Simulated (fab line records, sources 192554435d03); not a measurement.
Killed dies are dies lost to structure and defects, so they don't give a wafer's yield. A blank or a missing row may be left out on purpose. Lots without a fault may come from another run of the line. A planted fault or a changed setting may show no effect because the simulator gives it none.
Split-lot experiment | flow n5_finfet | 7 lots, 21 wafers read, on a route of 1938 steps

THE SPLIT
At N5_GATE_CUT_ALD_22 (deposits SiNx, target thk 16 nm, pulse time 1 s, ald cycles 320), the setting ald_cycles was moved away from the recipe's 320 on 6 of the 21 wafers read, by -10.3% to +11.6%. The other wafers ran this setting at the recipe's value.

The file shows no step between the split and the reading.

THE READING
SiNx_of_GATE_CUT_ALD_22.thk_nm (the simulator's own value, which no gauge read), in nm, at N5_GATE_CUT_CMP_23 (polishes, stops on SiO2, t overpolish 23.4 s, target thk 16 nm). The file gives no usual value for it. The 15 wafers here that ran the recipe average 16.0 nm, standard deviation 0.1 nm.

wafer  | tool, chamber at the split | ald_cycles as run | against the recipe | SiNx_of_GATE_CUT_ALD_22.thk_nm, nm | against lot-mates on the recipe
L078.2 | ald_sin-02, 2              | 320               | recipe             | 16                                 | -
L078.3 | ald_sin-02, 3,1            | 320               | recipe             | 16                                 | -
L078.1 | ald_sin-02, 3,1            | 320               | recipe             | 16                                 | -
L081.2 | ald_sin-04, 2              | 287               | -10.3%             | 14.2                               | -1.8
L081.4 | ald_sin-04, 3              | 320               | recipe             | 16                                 | -
L081.5 | ald_sin-04, 0              | 287               | -10.3%             | 14                                 | -2.0
L082.1 | ald_sin-02, 1              | 288               | -10.0%             | 14.4                               | -1.6
L082.6 | ald_sin-02, 2,3            | 320               | recipe             | 16                                 | -
L082.5 | ald_sin-02, 2,3            | 320               | recipe             | 16                                 | -
L087.3 | ald_sin-02, 1              | 302               | -5.6%              | 15.2                               | -0.9
L087.4 | ald_sin-02, 3              | 320               | recipe             | 16                                 | -
L087.1 | ald_sin-02, 2              | 320               | recipe             | 16.2                               | -
L088.1 | ald_sin-03, 1              | 357               | +11.6%             | 17.6                               | +1.6
L088.4 | ald_sin-03, 1              | 357               | +11.6%             | 17.8                               | +1.8
L088.6 | ald_sin-03, 0              | 320               | recipe             | 16                                 | -
L090.2 | ald_sin-04, 2,3            | 320               | recipe             | 16                                 | -
L090.4 | ald_sin-04, 2,3            | 320               | recipe             | 16                                 | -
L090.5 | ald_sin-04, 0              | 320               | recipe             | 15.8                               | -
L097.1 | ald_sin-02, 1              | 320               | recipe             | 16                                 | -
L097.6 | ald_sin-02, 2,0            | 320               | recipe             | 16.2                               | -
L097.5 | ald_sin-02, 2,0            | 320               | recipe             | 16.2                               | -
Where a row lists several chambers, the file gives one row for several wafers and doesn't say which wafer went through which chamber.

THE FIT
A straight line over all 21 wafers: SiNx_of_GATE_CUT_ALD_22.thk_nm changes by +0.162 nm for each +1% of ald_cycles; r = +0.99; the points scatter about the line by 0.14 nm.
The same after taking each lot's own level away (the mean of its wafers on the recipe; 21 wafers): +0.162 nm for each +1%; r = +0.99; scatter 0.11 nm.
On that fit, the largest move of ald_cycles shifts the reading by 1.9 nm.
The lots' own levels span 15.93 to 16.13 nm, that is 2.0 times the standard deviation above.
So the lot-to-lot level changes the slope little: the two slopes agree.
Check: with one of the wafers moved furthest among these (+11.6%) left out of the fit, the line predicts +1.93 nm for it against its lot-mates. It came out at +1.6 nm against them.

OTHER SPLITS ON THESE WAFERS
These wafers also went through other splits before the reading. Each is held against what the fit with the lots' levels taken away leaves over:
other split on the same wafers | wafers away from the commonest value | r with SiNx_of_GATE_CUT_ALD_22.thk_nm (lot level and that fit taken away)
N5_SDB_HM_DEP_00 time_s        | 9                                    | -0.42
N5_GATE_CUT_ETCH_58 time_s     | 10                                   | +0.17

THE WHOLE CHAIN: every reading that the file lists as answering this split, in the file's order
step               | what it does                                                    | reading                                                                         | change (the file's fit)               | r (the file's)
N5_GATE_CUT_ALD_22 | deposits SiNx, target thk 16 nm, pulse time 1 s, ald cycles 320 | SiNx_of_GATE_CUT_ALD_22.thk_nm (the simulator's own value, which no gauge read) | +0.172 nm for each +1% of the setting | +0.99
N5_GATE_CUT_CMP_23 | polishes, stops on SiO2, t overpolish 23.4 s, target thk 16 nm  | SiNx_of_GATE_CUT_ALD_22.thk_nm (the simulator's own value, which no gauge read) | +0.162 nm for each +1% of the setting | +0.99

THE FILE'S OWN FIT
SiNx_of_GATE_CUT_ALD_22.thk_nm changes by +0.162 nm for each +1% of ald_cycles, r = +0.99.
